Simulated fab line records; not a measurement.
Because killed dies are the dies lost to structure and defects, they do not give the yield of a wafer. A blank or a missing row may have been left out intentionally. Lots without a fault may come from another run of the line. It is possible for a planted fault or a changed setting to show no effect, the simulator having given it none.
fab line records    flow n5_finfet
record: lots: 24  wafers: 72  last_day: 18
route steps=1938 shown BEOL_M12@1649 BEOL_M13@1672
lots that met no fault: from a run of the same line without faults
start_h: hours from the record's first day to the start of the lot's first wafer shown    wait_h: time in hours since the lot's previous step    " unchanged from the row above    L1.1+2: several wafers, shown together as one row    - no value, or no start given    * or withheld: withheld    < > ~ a bound
route shown NAME@n: NAME is a module with steps in the file, n the number in the route of the first one    usual: mean/standard deviation taken from wafers without a fault    same: alike in all rows    chamber/n: place in a boat    sites: the reading at each site    _std_site: standard deviation of those values    _edge_site: inner sites' mean taken away from outer sites' mean    radius_mm: how far each site lies from the wafer's centre    mask NAME#n: copy n    behind: the most recent tool/chamber to have shaped the wafer    hold: why the lot went on hold/how many hours it stayed there/how the hold came to an end    device: names the non-switching transistor (n, p or np)    end of line: tests run on the same wafers once the route is complete    a step with no rows: only its recipe    killed: at the first sort, the dies lost to defects and structure; wafer yield is something else    map: a wafer's dies, x killed, . not, _ none there
set.NAME: the run value of the setting; set.NAME@STEP: its run value at that earlier step    model.NAME: the simulator's own value behind a step, which no gauge read
steps of the route over a sample of lots; a table a step, a row a wafer
services: from which hour (start_h, from the record's first day; less than 0 if before it) a tool's chamber was out of use, for how many hours, and why
== steps ==
step: N5_BEOL_M12_SPUTTER_44
recipe: material: Ta  target_thk_a: 100  temp_c: 50  bias_v: 80  power_w: 15000  chamber_pressure_pa: 0.07  time_s: 16.13
usual: substrate_temp_c: 50.00/0.11  throttle_valve_pct: 30.3/1
lot.wafer  tool            chamber  start_h  wait_h  substrate_temp_c  throttle_valve_pct
L074.2     pvd_sputter-01  -        240.65   0.0     50.00             29.8
L074.3     "               -        "        "       49.85             31.2
L074.4     "               -        "        "       50.01             28.5
L075.1     pvd_sputter-01  -        241.13   0.0     49.90             28.5
L075.4     "               -        "        "       50.03             31.1
L075.6     "               -        "        "       49.94             28.4
L077.2     pvd_sputter-02  -        244.14   0.0     50.05             32.2
L077.4     "               -        "        "       50.21             30.4
L077.5     "               -        "        "       49.98             29.5
L076.2     pvd_sputter-01  -        246.97   0.0     49.98             31.7
L076.3     "               -        "        "       49.90             29.8
L076.5     "               -        "        "       49.96             31.8
L078.2     pvd_sputter-01  -        273.49   0.0     50.05             31.7
L078.5     "               -        "        "       50.08             31.0
L078.6     "               -        "        "       49.79             30.1
L079.2     pvd_sputter-01  -        274.25   0.0     49.83             30.3
L079.4     "               -        "        "       50.08             31.0
L079.6     "               -        "        "       49.87             28.5
L081.3     pvd_sputter-01  -        279.55   0.0     49.97             28.5
L081.5     "               -        "        "       49.99             28.6
L081.6     "               -        "        "       50.09             29.9
L082.1     pvd_sputter-03  -        288.15   0.0     50.07             29.3
L082.2     "               -        "        "       50.29             30.9
L082.3     "               -        "        "       50.12             30.7
L080.4     pvd_sputter-02  -        297.30   0.0     49.78             30.3
L080.5     "               -        "        "       49.76             30.1
L080.6     "               -        "        "       50.13             30.1
L083.1     pvd_sputter-03  -        299.96   0.0     49.90             30.9
L083.3     "               -        "        "       49.94             29.7
L083.4     "               -        "        "       50.20             30.6
L086.1     pvd_sputter-03  -        305.72   0.0     50.00             29.5
L086.2     "               -        "        "       49.71             29.4
L086.4     "               -        "        "       50.09             31.0
L085.2     pvd_sputter-03  -        308.56   0.0     49.91             29.4
L085.4     "               -        "        "       49.84             30.6
L085.6     "               -        "        "       50.01             29.1
L084.3     pvd_sputter-02  -        310.83   0.0     49.88             32.2
L084.4     "               -        "        "       50.09             30.1
L084.6     "               -        "        "       50.07             30.0
L087.1     pvd_sputter-01  -        315.36   0.0     50.09             29.9
L087.3     "               -        "        "       50.10             28.7
L087.6     "               -        "        "       50.13             28.5
L088.2     pvd_sputter-01  -        317.34   0.0     49.89             31.2
L088.3     "               -        "        "       49.94             28.8
L088.6     "               -        "        "       49.96             30.0
L089.1     pvd_sputter-02  -        329.75   0.0     50.01             30.5
L089.2     "               -        "        "       50.00             29.9
L089.3     "               -        "        "       50.11             30.1
L090.1     pvd_sputter-01  -        331.10   0.0     49.92             30.9
L090.2     "               -        "        "       49.84             29.8
L090.3     "               -        "        "       50.01             28.5
L092.4     pvd_sputter-03  -        338.25   0.0     50.01             29.3
L092.5     "               -        "        "       50.02             30.9
L092.6     "               -        "        "       50.10             30.7
L091.1     pvd_sputter-02  -        346.87   0.0     50.03             32.0
L091.2     "               -        "        "       50.26             30.5
L091.6     "               -        "        "       49.98             29.9
L093.1     pvd_sputter-02  -        348.75   0.0     50.13             29.8
L093.5     "               -        "        "       49.98             30.7
L093.6     "               -        "        "       49.85             29.7
L094.3     pvd_sputter-02  -        358.19   0.0     49.93             30.4
L094.4     "               -        "        "       50.00             29.8
L094.6     "               -        "        "       50.14             31.9
L095.2     pvd_sputter-02  -        362.45   0.0     49.96             32.3
L095.3     "               -        "        "       50.18             30.5
L095.6     "               -        "        "       50.07             30.5
L096.1     pvd_sputter-03  -        375.85   0.0     49.85             30.7
L096.4     "               -        "        "       49.97             30.8
L096.6     "               -        "        "       49.86             31.1
L097.1     pvd_sputter-02  -        394.06   0.0     49.98             30.1
L097.2     "               -        "        "       50.00             31.9
L097.4     "               -        "        "       50.08             30.4
step: N5_BEOL_M12_INSPECT_55
recipe: inspect_instrument: darkfield  mode: post_dep
usual: raw_defect_count: 77/24
lot.wafer  tool               chamber  start_h  wait_h  raw_defect_count
L074.2     defect_inspect-02  -        241.74   0.0     97
L074.3     "                  -        "        "       92
L074.4     "                  -        "        "       91
L075.1     defect_inspect-01  -        242.22   0.0     98
L075.4     "                  -        "        "       121
L075.6     "                  -        "        "       128
L077.2     defect_inspect-02  -        245.22   0.0     66
L077.4     "                  -        "        "       77
L077.5     "                  -        "        "       62
L076.2     defect_inspect-01  -        248.57   0.0     80
L076.3     "                  -        "        "       62
L076.5     "                  -        "        "       139
L078.2     defect_inspect-01  -        275.62   0.0     68
L078.5     "                  -        "        "       54
L078.6     "                  -        "        "       70
L079.2     defect_inspect-01  -        276.29   0.0     78
L079.4     "                  -        "        "       63
L079.6     "                  -        "        "       71
L081.3     defect_inspect-02  -        280.81   0.0     74
L081.5     "                  -        "        "       74
L081.6     "                  -        "        "       77
L082.1     defect_inspect-02  -        289.31   0.0     66
L082.2     "                  -        "        "       57
L082.3     "                  -        "        "       93
L080.4     defect_inspect-01  -        298.40   0.0     83
L080.5     "                  -        "        "       136
L080.6     "                  -        "        "       108
L083.1     defect_inspect-01  -        301.04   0.0     52
L083.3     "                  -        "        "       68
L083.4     "                  -        "        "       44
L086.1     defect_inspect-01  -        306.80   0.0     109
L086.2     "                  -        "        "       117
L086.4     "                  -        "        "       67
L085.2     defect_inspect-02  -        310.24   0.0     72
L085.4     "                  -        "        "       67
L085.6     "                  -        "        "       73
L084.3     defect_inspect-02  -        312.20   0.0     49
L084.4     "                  -        "        "       50
L084.6     "                  -        "        "       80
L087.1     defect_inspect-01  -        316.60   0.0     90
L087.3     "                  -        "        "       70
L087.6     "                  -        "        "       88
L088.2     defect_inspect-01  -        318.55   0.0     92
L088.3     "                  -        "        "       51
L088.6     "                  -        "        "       78
L089.1     defect_inspect-01  -        330.89   0.0     50
L089.2     "                  -        "        "       80
L089.3     "                  -        "        "       77
L090.1     defect_inspect-02  -        332.19   0.0     90
L090.2     "                  -        "        "       46
L090.3     "                  -        "        "       85
L092.4     defect_inspect-01  -        339.35   0.0     49
L092.5     "                  -        "        "       35
L092.6     "                  -        "        "       70
L091.1     defect_inspect-01  -        347.96   0.0     147
L091.2     "                  -        "        "       81
L091.6     "                  -        "        "       76
L093.1     defect_inspect-02  -        349.85   0.0     81
L093.5     "                  -        "        "       64
L093.6     "                  -        "        "       76
L094.3     defect_inspect-01  -        359.41   0.0     71
L094.4     "                  -        "        "       65
L094.6     "                  -        "        "       98
L095.2     defect_inspect-01  -        363.56   0.0     57
L095.3     "                  -        "        "       45
L095.6     "                  -        "        "       85
L096.1     defect_inspect-02  -        376.97   0.0     79
L096.4     "                  -        "        "       104
L096.6     "                  -        "        "       93
L097.1     defect_inspect-01  -        395.26   0.0     82
L097.2     "                  -        "        "       155
L097.4     "                  -        "        "       107
step: N5_BEOL_M13_DESCUM_15
recipe: chemistry: O2  time_s: 7.9  source_power_w: 50  bias_power_w: 20  pressure_mtorr: 20  rf_frequency_hz: 2.712e+07  temp_c: 40  o2_flow_sccm: 225
usual: drypump_motor_current_A: 5.7/0.31  o2_flow_sccm: 224.9/0.67  oes_product_au: 0.81/0.096  rf_vpp_V: 243.4/1.1  showerhead_plenum_p_Torr: 2.11/0.041  throttle_valve_pct: 20.38/0.22
lot.wafer  tool         chamber  start_h  wait_h  drypump_motor_current_A  o2_flow_sccm  oes_product_au  rf_hours_counter_h  rf_vpp_V  showerhead_plenum_p_Torr  throttle_valve_pct
L074.2     rie_diel-06  3        242.32   0.0     5.3                      224.9         0.81            98                  241.7     2.02                      20.42
L074.3     "            0        "        "       5.8                      224.6         0.71            195                 244.9     2.14                      20.32
L074.4     "            1        "        "       5.3                      225.3         0.93            15                  243.1     2.14                      20.02
L075.1     rie_diel-01  2        243.22   0.3     5.3                      225.7         0.67            251                 243.1     2.07                      20.46
L075.4     "            3        "        "       5.8                      223.8         0.72            -                   242.3     2.14                      20.09
L075.6     "            2        "        "       5.3                      224.7         0.66            -                   242.3     2.07                      20.44
L077.2     rie_diel-05  3        245.86   0.0     5.6                      225.2         0.67            235                 242.8     2.07                      20.72
L077.4     "            0        "        "       6.0                      224.6         0.75            185                 244.0     2.17                      20.32
L077.5     "            3        "        "       5.6                      225.7         0.68            -                   244.0     2.07                      20.74
L076.2     rie_diel-06  0        249.18   0.0     5.8                      225.6         0.71            197                 243.9     2.14                      20.31
L076.3     "            1        "        "       5.3                      225.6         0.93            17                  244.0     2.14                      20.05
L076.5     "            2        "        "       5.6                      223.7         0.70            -                   243.6     2.08                      20.63
L078.2     rie_diel-01  1        276.32   0.0     6.0                      225.3         0.95            8                   243.3     2.17                      20.63
L078.5     "            1        "        "       5.9                      224.8         0.95            -                   243.5     2.17                      20.63
L078.6     "            0        "        "       6.1                      223.9         0.83            -                   243.5     2.15                      20.58
L079.2     rie_diel-01  3        276.87   0.0     5.8                      225.2         0.71            233                 243.8     2.13                      20.10
L079.4     "            0        "        "       6.1                      225.7         0.82            50                  244.5     2.15                      20.58
L079.6     "            3        "        "       5.7                      225.4         0.72            -                   243.2     2.13                      20.11
L081.3     rie_diel-01  1        281.51   0.0     6.0                      225.3         0.95            10                  243.7     2.17                      20.63
L081.5     "            1        "        "       5.9                      225.7         0.95            -                   242.2     2.17                      20.64
L081.6     "            0        "        "       6.1                      224.2         0.83            -                   244.3     2.15                      20.60
L082.1     rie_diel-01  2        290.01   0.0     5.2                      224.7         0.97            4                   241.1     2.07                      20.23
L082.2     "            0        "        "       6.1                      224.7         0.82            54                  243.0     2.15                      20.59
L082.3     "            3        "        "       5.7                      225.2         0.71            236                 243.8     2.13                      20.12
L080.4     rie_diel-06  1        298.98   0.0     5.3                      226.0         0.90            30                  243.9     2.13                      20.05
L080.5     "            0        "        "       5.8                      224.4         0.69            -                   245.7     2.13                      20.37
L080.6     "            1        "        "       5.3                      224.1         0.89            -                   242.9     2.13                      20.05
L083.1     rie_diel-05  2        301.75   0.0     5.5                      225.2         0.80            88                  243.1     2.10                      20.36
L083.3     "            1        "        "       5.3                      223.8         0.77            123                 242.7     2.10                      20.27
L083.4     "            2        "        "       5.5                      225.5         0.80            -                   243.7     2.10                      20.35
L086.1     rie_diel-01  1        307.38   0.0     5.9                      225.0         0.91            19                  244.0     2.16                      20.65
L086.2     "            2        "        "       5.3                      224.2         0.96            10                  241.3     2.07                      20.23
L086.4     "            3        "        "       5.8                      224.7         0.72            242                 243.6     2.13                      20.13
L085.2     rie_diel-01  1        310.81   0.0     6.0                      225.9         0.91            20                  243.6     2.16                      20.65
L085.4     "            2        "        "       5.3                      226.5         0.95            11                  242.8     2.07                      20.22
L085.6     "            0        "        "       6.1                      225.4         0.81            -                   243.1     2.14                      20.61
L084.3     rie_diel-01  3        312.78   0.0     5.8                      225.3         0.71            244                 243.2     2.13                      20.14
L084.4     "            0        "        "       6.1                      224.5         0.82            62                  244.3     2.14                      20.61
L084.6     "            1        "        "       6.0                      226.0         0.91            -                   245.1     2.16                      20.64
L087.1     rie_diel-01  0        317.47   0.3     6.1                      224.8         0.81            63                  242.8     2.14                      20.61
L087.3     "            3        "        "       5.8                      225.0         0.71            246                 242.3     2.13                      20.13
L087.6     "            3        "        "       5.8                      224.5         0.71            -                   244.4     2.13                      20.12
L088.2     rie_diel-05  2        319.13   0.0     5.6                      224.1         0.80            95                  242.9     2.10                      20.36
L088.3     "            3        "        "       5.6                      223.9         0.96            2                   242.7     2.06                      20.35
L088.6     "            1        "        "       5.3                      226.2         0.76            -                   242.0     2.10                      20.27
L089.1     rie_diel-06  0        331.46   0.0     5.8                      224.2         0.68            219                 244.1     2.13                      20.37
L089.2     "            3        "        "       5.3                      225.5         0.78            122                 242.1     2.02                      20.45
L089.3     "            1        "        "       5.3                      225.4         0.87            40                  243.1     2.13                      20.06
L090.1     rie_diel-05  2        333.38   0.6     5.6                      224.0         0.78            100                 242.8     2.10                      20.36
L090.2     "            3        "        "       5.5                      225.3         0.94            7                   242.5     2.06                      20.33
L090.3     "            0        "        "       6.1                      224.6         0.72            213                 243.8     2.16                      20.35
L092.4     rie_diel-05  0        339.93   0.0     6.0                      225.8         0.71            216                 242.9     2.16                      20.36
L092.5     "            2        "        "       5.5                      225.5         0.78            -                   243.9     2.10                      20.39
L092.6     "            3        "        "       5.5                      225.5         0.92            -                   243.6     2.06                      20.35
L091.1     rie_diel-05  1        348.71   0.2     5.3                      223.7         0.75            142                 242.2     2.10                      20.32
L091.2     "            0        "        "       6.0                      223.6         0.72            220                 246.0     2.16                      20.38
L091.6     "            0        "        "       6.0                      224.2         0.72            -                   243.2     2.16                      20.37
L093.1     rie_diel-06  1        350.43   0.0     5.3                      225.2         0.87            43                  242.5     2.13                      20.05
L093.5     "            2        "        "       5.6                      225.8         0.68            -                   242.7     2.07                      20.66
L093.6     "            1        "        "       5.3                      225.4         0.87            -                   245.9     2.13                      20.06
L094.3     rie_diel-06  2        360.12   0.0     5.6                      225.2         0.68            240                 241.8     2.07                      20.65
L094.4     "            3        "        "       5.3                      223.3         0.78            125                 240.6     2.02                      20.48
L094.6     "            1        "        "       5.3                      225.5         0.87            -                   243.3     2.13                      20.05
L095.2     rie_diel-01  2        364.14   0.0     5.3                      224.2         0.89            34                  240.2     2.06                      20.27
L095.3     "            0        "        "       6.1                      224.7         0.78            82                  243.4     2.14                      20.64
L095.6     "            2        "        "       5.3                      224.6         0.89            -                   243.6     2.06                      20.27
L096.1     rie_diel-01  1        377.61   0.0     5.9                      225.8         0.87            46                  244.8     2.15                      20.69
L096.4     "            2        "        "       5.3                      224.8         0.87            38                  242.6     2.06                      20.26
L096.6     "            1        "        "       5.9                      224.7         0.85            -                   244.1     2.15                      20.70
L097.1     rie_diel-05  2        395.99   0.0     5.5                      225.0         0.76            120                 245.4     2.09                      20.40
L097.2     "            1        "        "       5.3                      224.4         0.73            155                 242.7     2.09                      20.31
L097.4     "            0        "        "       6.0                      224.8         0.70            232                 245.4     2.16                      20.39
step: N5_BEOL_M13_SPUTTER_43
recipe: material: TaN  target_thk_a: 150  temp_c: 50  bias_v: 168.6  power_w: 15000  chamber_pressure_pa: 0.12  time_s: 24.19
usual: substrate_temp_c: 49.99/0.13  throttle_valve_pct: 30.3/1
lot.wafer  tool            chamber  start_h  wait_h  substrate_temp_c  throttle_valve_pct
L074.2     pvd_sputter-03  -        247.34   0.0     49.84             30.9
L074.3     "               -        "        "       50.08             29.3
L074.4     "               -        "        "       50.04             29.6
L075.1     pvd_sputter-03  -        247.78   0.0     49.71             29.2
L075.4     "               -        "        "       49.90             30.9
L075.6     "               -        "        "       50.11             29.4
L077.2     pvd_sputter-02  -        252.91   0.0     49.82             30.4
L077.4     "               -        "        "       49.75             30.1
L077.5     "               -        "        "       50.27             30.1
L076.2     pvd_sputter-01  -        252.94   0.0     50.10             31.2
L076.3     "               -        "        "       49.80             29.9
L076.5     "               -        "        "       49.86             29.6
L078.2     pvd_sputter-02  -        278.96   0.0     50.19             32.0
L078.5     "               -        "        "       49.89             30.0
L078.6     "               -        "        "       49.89             30.2
L079.2     pvd_sputter-01  -        279.07   0.0     50.01             31.1
L079.4     "               -        "        "       50.11             29.8
L079.6     "               -        "        "       49.88             31.8
L081.3     pvd_sputter-03  -        285.54   0.0     50.12             29.2
L081.5     "               -        "        "       50.05             29.3
L081.6     "               -        "        "       49.93             31.1
L082.1     pvd_sputter-01  -        294.47   0.0     50.17             30.0
L082.2     "               -        "        "       50.14             31.9
L082.3     "               -        "        "       49.98             31.2
L080.4     pvd_sputter-03  -        302.30   0.0     50.13             29.4
L080.5     "               -        "        "       50.07             31.2
L080.6     "               -        "        "       50.15             29.2
L083.1     pvd_sputter-01  -        305.50   0.0     50.16             28.2
L083.3     "               -        "        "       49.99             31.5
L083.4     "               -        "        "       50.01             31.0
L086.1     pvd_sputter-03  -        309.60   0.0     50.04             30.7
L086.2     "               -        "        "       50.15             30.6
L086.4     "               -        "        "       50.06             29.2
L085.2     pvd_sputter-01  -        314.92   0.0     50.00             31.4
L085.4     "               -        "        "       49.88             31.8
L085.6     "               -        "        "       49.78             29.8
L084.3     pvd_sputter-01  -        316.12   0.0     50.13             29.7
L084.4     "               -        "        "       50.06             28.4
L084.6     "               -        "        "       50.14             30.1
L087.1     pvd_sputter-01  -        321.50   0.0     50.05             31.1
L087.3     "               -        "        "       49.85             28.8
L087.6     "               -        "        "       50.23             29.6
L088.2     pvd_sputter-03  -        321.84   0.0     49.69             31.0
L088.3     "               -        "        "       50.09             29.4
L088.6     "               -        "        "       50.13             29.5
L089.1     pvd_sputter-02  -        335.10   0.0     50.11             30.0
L089.2     "               -        "        "       49.93             29.8
L089.3     "               -        "        "       50.24             30.3
L090.1     pvd_sputter-02  -        338.30   0.0     49.91             31.7
L090.2     "               -        "        "       50.07             30.6
L090.3     "               -        "        "       49.93             29.8
L092.4     pvd_sputter-03  -        344.08   0.0     49.97             30.7
L092.5     "               -        "        "       49.86             29.5
L092.6     "               -        "        "       50.00             30.6
L091.1     pvd_sputter-01  -        352.38   0.0     49.94             31.0
L091.2     "               -        "        "       49.84             29.8
L091.6     "               -        "        "       49.91             29.8
L093.1     pvd_sputter-02  -        356.19   0.0     49.94             30.4
L093.5     "               -        "        "       50.00             30.3
L093.6     "               -        "        "       49.84             30.1
L094.3     pvd_sputter-01  -        365.79   0.0     49.94             31.8
L094.4     "               -        "        "       50.06             31.1
L094.6     "               -        "        "       49.90             31.8
L095.2     pvd_sputter-01  -        366.86   0.0     50.06             28.5
L095.3     "               -        "        "       49.87             30.1
L095.6     "               -        "        "       49.98             31.0
L096.1     pvd_sputter-03  -        381.15   0.0     50.05             31.0
L096.4     "               -        "        "       50.06             30.8
L096.6     "               -        "        "       49.74             29.7
L097.1     pvd_sputter-02  -        400.95   0.0     50.28             32.1
L097.2     "               -        "        "       50.04             30.2
L097.4     "               -        "        "       50.16             30.2
step: N5_BEOL_M13_SPUTTER_44
recipe: material: Ta  target_thk_a: 100  temp_c: 50  bias_v: 80  power_w: 15000  chamber_pressure_pa: 0.07  time_s: 16.13
usual: substrate_temp_c: 50.00/0.11  throttle_valve_pct: 30.3/0.97
lot.wafer  tool            chamber  start_h  wait_h  substrate_temp_c  throttle_valve_pct
L074.2     pvd_sputter-03  -        247.42   0.0     50.11             30.9
L074.3     "               -        "        "       50.02             29.3
L074.4     "               -        "        "       49.94             29.2
L075.1     pvd_sputter-03  -        247.86   0.0     50.06             29.1
L075.4     "               -        "        "       49.94             31.0
L075.6     "               -        "        "       49.90             29.6
L077.2     pvd_sputter-02  -        252.99   0.0     49.78             30.4
L077.4     "               -        "        "       50.04             30.2
L077.5     "               -        "        "       50.05             29.9
L076.2     pvd_sputter-01  -        253.02   0.0     49.93             31.1
L076.3     "               -        "        "       49.95             29.9
L076.5     "               -        "        "       49.96             29.6
L078.2     pvd_sputter-02  -        279.05   0.0     49.82             32.1
L078.5     "               -        "        "       49.93             30.1
L078.6     "               -        "        "       49.94             30.0
L079.2     pvd_sputter-01  -        279.15   0.0     50.11             30.9
L079.4     "               -        "        "       50.15             30.1
L079.6     "               -        "        "       49.96             31.7
L081.3     pvd_sputter-03  -        285.62   0.0     50.00             29.3
L081.5     "               -        "        "       49.80             29.3
L081.6     "               -        "        "       50.09             30.8
L082.1     pvd_sputter-01  -        294.55   0.0     50.04             29.9
L082.2     "               -        "        "       49.96             31.7
L082.3     "               -        "        "       49.98             31.4
L080.4     pvd_sputter-03  -        302.38   0.0     50.12             29.7
L080.5     "               -        "        "       50.00             30.7
L080.6     "               -        "        "       49.96             29.3
L083.1     pvd_sputter-01  -        305.58   0.0     50.03             28.6
L083.3     "               -        "        "       50.06             31.2
L083.4     "               -        "        "       50.15             31.3
L086.1     pvd_sputter-03  -        309.68   0.0     50.05             31.0
L086.2     "               -        "        "       49.97             30.9
L086.4     "               -        "        "       49.88             29.5
L085.2     pvd_sputter-01  -        315.00   0.0     49.92             30.8
L085.4     "               -        "        "       50.23             31.7
L085.6     "               -        "        "       49.92             29.8
L084.3     pvd_sputter-01  -        316.20   0.0     50.04             29.9
L084.4     "               -        "        "       49.97             28.5
L084.6     "               -        "        "       49.76             29.7
L087.1     pvd_sputter-01  -        321.58   0.0     49.84             31.2
L087.3     "               -        "        "       50.00             28.8
L087.6     "               -        "        "       49.91             29.8
L088.2     pvd_sputter-03  -        321.92   0.0     49.89             31.1
L088.3     "               -        "        "       49.93             29.3
L088.6     "               -        "        "       50.15             29.5
L089.1     pvd_sputter-02  -        335.18   0.0     49.73             29.8
L089.2     "               -        "        "       50.16             29.8
L089.3     "               -        "        "       49.88             30.3
L090.1     pvd_sputter-02  -        338.38   0.0     49.87             32.1
L090.2     "               -        "        "       50.17             30.6
L090.3     "               -        "        "       49.98             30.1
L092.4     pvd_sputter-03  -        344.16   0.0     49.97             30.7
L092.5     "               -        "        "       50.04             29.5
L092.6     "               -        "        "       50.03             31.0
L091.1     pvd_sputter-01  -        352.46   0.0     50.13             31.1
L091.2     "               -        "        "       49.97             30.1
L091.6     "               -        "        "       49.97             30.1
L093.1     pvd_sputter-02  -        356.27   0.0     50.09             30.1
L093.5     "               -        "        "       50.22             30.2
L093.6     "               -        "        "       50.10             30.3
L094.3     pvd_sputter-01  -        365.87   0.0     49.98             31.6
L094.4     "               -        "        "       50.08             30.8
L094.6     "               -        "        "       50.12             31.6
L095.2     pvd_sputter-01  -        366.94   0.0     50.03             28.7
L095.3     "               -        "        "       49.97             30.1
L095.6     "               -        "        "       49.89             31.1
L096.1     pvd_sputter-03  -        381.23   0.0     49.96             30.7
L096.4     "               -        "        "       50.04             30.5
L096.6     "               -        "        "       50.05             29.6
L097.1     pvd_sputter-02  -        401.03   0.0     49.87             32.1
L097.2     "               -        "        "       50.03             29.8
L097.4     "               -        "        "       49.93             30.2
step: N5_BEOL_M13_SPUTTER_45
recipe: material: Cu  target_thk_a: 800  temp_c: -20  bias_v: 60  power_w: 26000  chamber_pressure_pa: 0.13  time_s: 13.33
usual: substrate_temp_c: -20.00/0.1  throttle_valve_pct: 30.3/0.98
lot.wafer  tool            chamber  start_h  wait_h  substrate_temp_c  throttle_valve_pct
L074.2     pvd_sputter-03  -        247.50   0.0     -20.02            31.1
L074.3     "               -        "        "       -19.88            29.3
L074.4     "               -        "        "       -19.92            29.2
L075.1     pvd_sputter-03  -        247.94   0.0     -20.09            29.1
L075.4     "               -        "        "       -20.08            31.1
L075.6     "               -        "        "       -19.95            29.4
L077.2     pvd_sputter-02  -        253.07   0.0     -19.95            30.7
L077.4     "               -        "        "       -19.91            29.9
L077.5     "               -        "        "       -20.06            29.9
L076.2     pvd_sputter-01  -        253.10   0.0     -20.18            31.1
L076.3     "               -        "        "       -19.99            30.0
L076.5     "               -        "        "       -20.07            29.8
L078.2     pvd_sputter-02  -        279.14   0.0     -19.87            32.0
L078.5     "               -        "        "       -19.83            30.0
L078.6     "               -        "        "       -20.05            30.2
L079.2     pvd_sputter-01  -        279.23   0.0     -20.05            31.3
L079.4     "               -        "        "       -20.14            29.8
L079.6     "               -        "        "       -19.96            31.8
L081.3     pvd_sputter-03  -        285.70   0.0     -20.03            29.3
L081.5     "               -        "        "       -20.10            29.6
L081.6     "               -        "        "       -20.06            30.8
L082.1     pvd_sputter-01  -        294.63   0.0     -19.94            29.9
L082.2     "               -        "        "       -20.09            32.1
L082.3     "               -        "        "       -20.04            30.9
L080.4     pvd_sputter-03  -        302.46   0.0     -20.10            29.7
L080.5     "               -        "        "       -19.98            30.9
L080.6     "               -        "        "       -20.03            29.6
L083.1     pvd_sputter-01  -        305.66   0.0     -20.02            28.5
L083.3     "               -        "        "       -19.85            31.7
L083.4     "               -        "        "       -19.95            31.1
L086.1     pvd_sputter-03  -        309.76   0.0     -19.82            30.8
L086.2     "               -        "        "       -19.89            30.9
L086.4     "               -        "        "       -19.88            29.4
L085.2     pvd_sputter-01  -        315.08   0.0     -20.03            31.2
L085.4     "               -        "        "       -19.94            31.8
L085.6     "               -        "        "       -19.98            30.0
L084.3     pvd_sputter-01  -        316.28   0.0     -20.11            29.8
L084.4     "               -        "        "       -20.08            28.4
L084.6     "               -        "        "       -20.09            29.9
L087.1     pvd_sputter-01  -        321.66   0.0     -20.00            31.2
L087.3     "               -        "        "       -19.99            28.7
L087.6     "               -        "        "       -20.10            30.1
L088.2     pvd_sputter-03  -        322.00   0.0     -19.99            30.8
L088.3     "               -        "        "       -20.08            29.4
L088.6     "               -        "        "       -20.17            29.2
L089.1     pvd_sputter-02  -        335.26   0.0     -20.02            30.2
L089.2     "               -        "        "       -20.18            30.0
L089.3     "               -        "        "       -20.12            30.5
L090.1     pvd_sputter-02  -        338.46   0.0     -20.13            32.1
L090.2     "               -        "        "       -19.95            30.7
L090.3     "               -        "        "       -19.94            30.0
L092.4     pvd_sputter-03  -        344.24   0.0     -19.89            31.1
L092.5     "               -        "        "       -19.92            29.3
L092.6     "               -        "        "       -19.90            30.8
L091.1     pvd_sputter-01  -        352.54   0.0     -19.81            31.4
L091.2     "               -        "        "       -20.02            29.8
L091.6     "               -        "        "       -20.03            29.8
L093.1     pvd_sputter-02  -        356.35   0.0     -20.18            29.7
L093.5     "               -        "        "       -19.88            30.4
L093.6     "               -        "        "       -19.95            29.9
L094.3     pvd_sputter-01  -        365.95   0.0     -19.86            31.6
L094.4     "               -        "        "       -20.07            31.2
L094.6     "               -        "        "       -19.91            31.4
L095.2     pvd_sputter-01  -        367.02   0.0     -19.89            28.7
L095.3     "               -        "        "       -19.84            29.9
L095.6     "               -        "        "       -19.89            31.0
L096.1     pvd_sputter-03  -        381.31   0.0     -19.83            30.9
L096.4     "               -        "        "       -20.15            30.6
L096.6     "               -        "        "       -19.95            29.4
L097.1     pvd_sputter-02  -        401.11   0.0     -20.05            32.1
L097.2     "               -        "        "       -19.90            29.8
L097.4     "               -        "        "       -20.02            30.1
== services ==
tool            chamber  start_h  hours  kind
rie_diel-01     1        239.29   -      clean
rie_diel-01     1        239.29   -      consumable_replace:focus_ring
rie_diel-01     1        239.29   17.8   scheduled_down
rie_diel-01     1        239.29   17.8   vent_cycle
rie_diel-01     2        257.19   -      clean
rie_diel-01     2        257.19   -      consumable_replace:focus_ring
rie_diel-01     2        257.19   19.0   scheduled_down
rie_diel-01     2        257.19   19.0   vent_cycle
pvd_sputter-01  -        260.51   3.0    repair
rie_diel-06     0        274.36   3.1    repair
rie_diel-06     3        294.02   4.3    repair
rie_diel-05     3        300.48   -      clean
rie_diel-05     3        300.48   -      consumable_replace:focus_ring
rie_diel-05     3        300.48   12.2   scheduled_down
rie_diel-05     3        300.48   12.2   vent_cycle
rie_diel-01     3        329.15   -      clean
rie_diel-01     3        329.15   -      consumable_replace:focus_ring
rie_diel-01     3        329.15   21.2   scheduled_down
rie_diel-01     3        329.15   21.2   vent_cycle
rie_diel-06     -        331.77   14.6   pm
rie_diel-06     2        387.27   -      clean
rie_diel-06     2        387.27   -      consumable_replace:focus_ring
pvd_sputter-03  -        393.46   7.6    repair
pvd_sputter-01  -        395.24   4.6    repair
== key ==
fault none
